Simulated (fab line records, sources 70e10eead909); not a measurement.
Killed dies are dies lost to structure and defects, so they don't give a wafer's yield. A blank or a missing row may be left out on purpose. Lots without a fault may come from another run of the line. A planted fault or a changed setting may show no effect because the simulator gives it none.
fab line records | flow nand_harc
record lots=14 wafers=40 last_day=24
route steps=1159 shown P_GATE@169 THIN_TSV@1102 END@1159
lots that met no fault: from a run of the same line without faults
start_h: hours from the record's first day to the start of the lot's first wafer shown | wait_h: hours since the lot's step before | " the same as in the row above | L1.1+2: a row that stands for several wafers | - no value, or no start given | * or withheld: withheld | < > ~ a bound
route shown NAME@n: a module of which the file shows steps, and the number in the route of the first | usual: mean/standard deviation of fault-free wafers | same: alike in all rows | chamber/n: place in a boat | sites: the reading at each site | _std_site: their standard deviation | _edge_site: outer sites' mean less inner sites' | radius_mm: how far each site lies from the wafer's centre | mask NAME#n: copy n | behind: the tool/chamber that last shaped the wafer | hold: why the lot was held/for how many hours/how that ended | device: the transistor (n, p or np) that didn't switch | end of line: the same wafers' tests at the end of the route | a step without rows: its recipe alone | killed: dies lost to structure and defects at the first sort, not the wafer's yield | map: a wafer's dies, x killed, . not, _ none there
set.NAME: the setting as run; set.NAME@STEP: as run at that earlier step | model.NAME: the simulator's own value behind a step, which no gauge read
steps of the route over a sample of lots; a table a step, a row a wafer
services: from which hour (start_h, from the record's first day; less than 0 if before it) a tool's chamber was out of use, for how many hours, and why
## steps
# step NHARC_P_GATE_DEVELOP_45
# recipe time_s=70
# usual resist_line_temp_C=23.00/0.1
# columns lot.wafer tool chamber start_h wait_h resist_line_temp_C
L556.1 litho_track-02 0 101 - 22.90
L556.2 " 0 " " 23.03
L556.3 " 0 " " 22.76
L558.1 litho_track-07 0 108 - 23.04
L558.2 " 0 " " 23.10
L558.3 " 0 " " 23.15
L557.2 litho_track-02 0 108 - 22.82
L557.3 " 0 " " 22.98
L557.5 " 0 " " 23.02
L560.2 litho_track-02 0 126 - 23.12
L560.4 " 0 " " 23.29
L560.5 " 0 " " 23.01
L561.2 litho_track-07 0 127 - 23.05
L561.5 " 0 " " 22.90
L561.6 " 0 " " 22.82
L562.1 litho_track-02 0 133 - 22.96
L562.2 " 0 " " 23.05
L562.4 " 0 " " 23.00
L563.3 litho_track-02 0 141 - 23.04
L563.5 " 0 " " 23.02
L563.6 " 0 " " 23.05
L564.1 litho_track-02 0 148 - 22.90
L564.4 " 0 " " 22.93
L564.5 " 0 " " 22.97
L565.1 litho_track-02 0 156 - 23.14
L565.5 " 0 " " 23.08
L565.6 " 0 " " 22.99
L569.3 litho_track-02 0 180 - 23.23
L569.5 " 0 " " 22.99
L569.6 " 0 " " 23.11
L573.3 litho_track-02 0 205 - 23.08
L573.4 " 0 " " 22.95
L575.3 litho_track-02 0 211 - 23.12
L575.5 " 0 " " 23.11
L576.2 litho_track-05 0 221 - 22.96
L576.3 " 0 " " 23.17
L576.4 " 0 " " 23.00
L578.1 litho_track-05 0 234 - 22.97
L578.5 " 0 " " 23.00
L578.6 " 0 " " 23.12
# step NHARC_THIN_TSV_CMP_01
# recipe target_thk_um=3
# usual motor_current_A=11.7/1.4
# columns lot.wafer tool chamber start_h wait_h motor_current_A
L556.1 cmp-03 3 422.90 1.0 11.2
L556.2 " 0 " " 11.3
L556.3 " 1 " " 10.4
L558.3 cmp-03 1 435.62 0.6 10.0
L558.1 " 3 " " 11.9
L558.2 " 0 " " 12.1
L557.3 cmp-03 1 436.84 0.6 9.9
L557.2 " 2 " " 9.0
L557.5 " 0 " " 11.1
L560.2 cmp-02 1 446.75 0.8 13.0
L560.4 " 2 " " 13.2
L560.5 " 1 " " 12.8
L562.4 cmp-02 2 451.07 0.4 12.5
L562.1 " 3 " " 11.6
L562.2 " 0 " " 11.8
L561.2 cmp-01 1 452.27 0.8 13.3
L561.5 " 1 " " 13.8
L561.6 " 2 " " 13.9
L563.3 cmp-01 3 465.49 0.6 11.7
L563.6 " 3 " " 12.4
L563.5 " 0 " " 10.9
L564.4 cmp-03 1 475.01 0.6 11.0
L564.1 " 3 " " 11.7
L564.5 " 1 " " 10.1
L565.1 cmp-03 1 476.68 1.4 10.5
L565.5 " 2 " " 9.2
L565.6 " 3 " " 12.0
L569.3 cmp-01 0 479.02 0.7 10.5
L569.5 " 3 " " 12.3
L569.6 " 0 " " 10.6
L573.4 cmp-03 2 539.25 0.4 9.3
L576.2 cmp-01 3 540.41 0.8 12.4
L576.4 " 1 " " 12.9
L576.3 " 2 " " 13.0
L578.1 cmp-01 1 558.19 1.1 13.0
L578.5 " 3 " " 12.7
L578.6 " 0 " " 10.6
# step NHARC_THIN_TSV_DEP_43
# recipe target_thk_a=13285 temp_c=withheld pressure_torr=6.5 rf_w=900 teos_flow_sccm=161.4 flow_sccm=2650 target_thk_nm=1328.5 gas=O2 material=SiO2
# usual mfc_precursor_sccm=161.5/0.53 throttle_valve_pct=16.0/0.42
# columns lot.wafer tool chamber start_h wait_h mfc_precursor_sccm throttle_valve_pct
L556.2 pecvd-02 1 423.46 - 161.6 16.2
L556.3 " 2 " " 161.8 15.7
L556.1 " 0 " " 161.0 16.0
L558.1 pecvd-04 1 436.10 - 160.9 15.0
L558.3 " 2 " " 161.6 16.1
L558.2 " 0 " " 160.8 15.8
L557.3 pecvd-02 1 437.30 - 161.6 16.7
L557.2 " 0 " " 161.2 16.0
L557.5 " 0 " " 160.9 16.0
L560.2 pecvd-01 0 447.35 - 161.5 15.3
L560.4 " 1 " " 161.2 16.6
L560.5 " 0 " " 161.5 15.6
L562.2 pecvd-02 1 451.74 - 161.0 16.4
L562.1 " 2 " " 161.2 15.5
L562.4 " 2 " " 161.7 15.7
L561.2 pecvd-02 0 452.82 - 161.8 16.1
L561.6 " 2 " " 160.9 15.6
L561.5 " 0 " " 161.8 16.1
L563.3 pecvd-01 1 466.07 - 161.9 16.3
L563.6 " 0 " " 161.9 15.4
L563.5 " 1 " " 161.9 16.6
L564.1 pecvd-02 2 475.59 - 161.7 15.7
L564.5 " 1 " " 161.8 16.5
L564.4 " 2 " " 162.0 15.6
L565.1 pecvd-04 2 477.15 - 162.7 16.3
L565.5 " 1 " " 161.7 15.4
L565.6 " 0 " " 161.4 15.7
L569.3 pecvd-04 0 479.52 - 160.9 15.9
L569.5 " 0 " " 161.3 15.8
L569.6 " 1 " " 162.0 15.5
L573.4 pecvd-01 1 539.88 - 160.8 16.7
L576.3 pecvd-01 2 540.89 - 161.8 16.4
L576.2 " 1 " " 162.2 16.4
L576.4 " 1 " " 162.2 16.6
L578.1 pecvd-01 2 558.67 - 161.6 16.5
L578.5 " 1 " " 160.7 16.4
L578.6 " 2 " " 161.1 16.6
# step NHARC_THIN_TSV_DEGAS_49
# recipe temp_c=300 time_s=120
# usual heater_power_w=474/48
# columns lot.wafer tool chamber start_h wait_h heater_power_w
L556.3 pvd_sputter-03 - 427.07 0.1 455
L556.2 " - " " 436
L556.1 " - " " 539
L558.3 pvd_sputter-02 - 439.71 0.1 552
L558.2 " - " " 448
L558.1 " - " " 437
L557.2 pvd_sputter-02 - 440.93 0.2 428
L557.3 " - " " 546
L557.5 " - " " 489
L560.4 pvd_sputter-01 - 451.10 0.1 484
L560.2 " - " " 413
L560.5 " - " " 418
L562.2 pvd_sputter-02 - 455.70 0.1 437
L562.1 " - " " 517
L562.4 " - " " 421
L561.2 pvd_sputter-01 - 456.49 0.1 464
L561.6 " - " " 402
L561.5 " - " " 424
L563.3 pvd_sputter-03 - 469.77 0.1 462
L563.5 " - " " 470
L563.6 " - " " 543
L564.4 pvd_sputter-01 - 479.30 0.1 480
L564.1 " - " " 421
L564.5 " - " " 416
L565.1 pvd_sputter-03 - 480.62 0.2 512
L565.5 " - " " 474
L565.6 " - " " 530
L569.3 pvd_sputter-02 - 483.23 0.1 498
L569.5 " - " " 426
L569.6 " - " " 553
L573.4 pvd_sputter-01 - 544.44 0.1 400
L576.2 pvd_sputter-02 - 546.14 0.1 439
L576.3 " - " " 496
L576.4 " - " " 432
L578.1 pvd_sputter-02 - 562.28 0.2 518
L578.5 " - " " 435
L578.6 " - " " 545
# step NHARC_END_SORT_01
# recipe temp_c=25
# usual killed_at_array=26/10 killed_at_other=0.5/0.87 killed_at_periphery=3.0/2.5 killed_dies=29/11 killed_open=3.3/1.9 killed_short=1.8/1.5
# same gross_dies=677
# columns lot.wafer tool chamber start_h wait_h killed_at_array killed_at_other killed_at_periphery killed_dies killed_open killed_short
L575.3 prober-02 0 551.69 3.1 26 0 651 677 2 0
L575.5 prober-02 0 553.29 3.7 30 1 646 677 4 2
L573.3 prober-01 0 559.51 3.1 32 0 645 677 4 2
L573.4 prober-01 0 560.30 3.4 30 1 2 33 6 0
# killed by level:class
L575.3 P_GATE:area_develop=649 A_SLIT:chamber_film_flake=11 A_CHANNEL_HOLE_D1:chamber_film_flake=6 A_CONTACT:chamber_film_flake=5 A_M0:chamber_film_flake=2 P_STI:geometric_particle:open=1 A_CHANNEL_HOLE_D1:geometric_particle:open=1 P_STI:chamber_film_flake=1
L575.5 P_GATE:area_develop=645 A_SLIT:chamber_film_flake=17 A_CHANNEL_HOLE_D1:chamber_film_flake=3 A_CONTACT:chamber_film_flake=3 A_ONON_D1:geometric_particle:open=1 A_ONON_D1:geometric_particle:short=1 A_WL_FILL:geometric_particle:open=1 A_WL_FILL:geometric_particle:short=1
L573.3 P_GATE:area_develop=641 A_CHANNEL_HOLE_D1:chamber_film_flake=16 A_CONTACT:chamber_film_flake=9 P_STI:chamber_film_flake=2 P_GATE:geometric_particle:short=1 A_CHANNEL_FILL_D1:geometric_particle:open=1 A_SGD_CUT:geometric_particle:open=1 A_WL_FILL:geometric_particle:open=1
L573.4 A_CHANNEL_HOLE_D1:chamber_film_flake=15 A_CONTACT:chamber_film_flake=7 A_CONTACT:geometric_particle:open=2 A_STAIRCASE:chamber_film_flake=2 P_M0:geometric_particle:open=1 A_ONON_D1:geometric_particle:open=1 A_SGD_CUT:geometric_particle:open=1 A_M0:geometric_particle:open=1
## services
# columns tool chamber start_h hours kind
cmp-03 - 78.80 4.0 pm
pvd_sputter-02 - 91.18 6.3 repair
cmp-03 - 102.40 1.1 repair
cmp-03 - 103.77 2.4 repair
pvd_sputter-02 - 124.96 1.4 repair
cmp-03 - 138.01 2.3 repair
cmp-03 - 152.61 0.3 repair
litho_track-02 - 165.00 7.0 pm
cmp-03 - 168.08 1.1 repair
cmp-03 - 176.80 4.0 pm
pvd_sputter-02 - 182.51 2.1 repair
pvd_sputter-02 - 192.38 2.9 repair
pvd_sputter-02 - 215.40 10.0 pm
cmp-03 - 241.03 1.2 repair
cmp-03 - 274.80 4.0 pm
litho_track-02 - 340.00 7.0 pm
cmp-03 - 372.80 4.0 pm
pvd_sputter-02 - 393.43 10.0 pm
pvd_sputter-02 - 420.11 0.6 repair
pvd_sputter-02 - 446.17 0.8 repair
pvd_sputter-02 - 467.44 6.9 repair
pvd_sputter-02 - 507.50 2.0 repair
litho_track-02 - 515.00 7.0 pm
pvd_sputter-02 - 547.36 4.1 repair
## key
first_sign step=NHARC_END_SORT_01 reading=killed_at_periphery direction=up sigmas=99+ usual=3.0 struck=647.3
effect step=NHARC_END_SORT_01 reading=killed_dies direction=up sigmas=61 usual=29 struck=677
more_kills_born_at NHARC_P_GATE_DEVELOP_45@litho_track-02=1935
met_at NHARC_P_GATE_DEVELOP_45
struck_lots L573,L575
struck_wafers L573.3,L575.3,L575.5
later_rows_left_out L573.3,L575.3,L575.5
tester_left_out L573,L575
not_acting_at NHARC_THIN_TSV_CMP_01,NHARC_THIN_TSV_DEP_43,NHARC_THIN_TSV_DEGAS_49
onset_between 180 205
fault kind=process_parameter_drift tool=litho_track-02 chamber=- onset_h=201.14 steps=NHARC_P_GATE_DEVELOP_45 channel=time_s offset=* shape=step end_h=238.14 scope=struck_wafers_only acts_in=* stated=*
# tester_left_out: of these lots the tester's yield and bins aren't shown, on N5 and GAA mostly nor the transistor test; their killed dies are dies lost to structure and defects alone, not to doping, threshold or leakage, so they don't give the yield
# later_rows_left_out: the simulator's readings of these wafers behind a module that went badly wrong aren't trusted and aren't shown, but for the sort
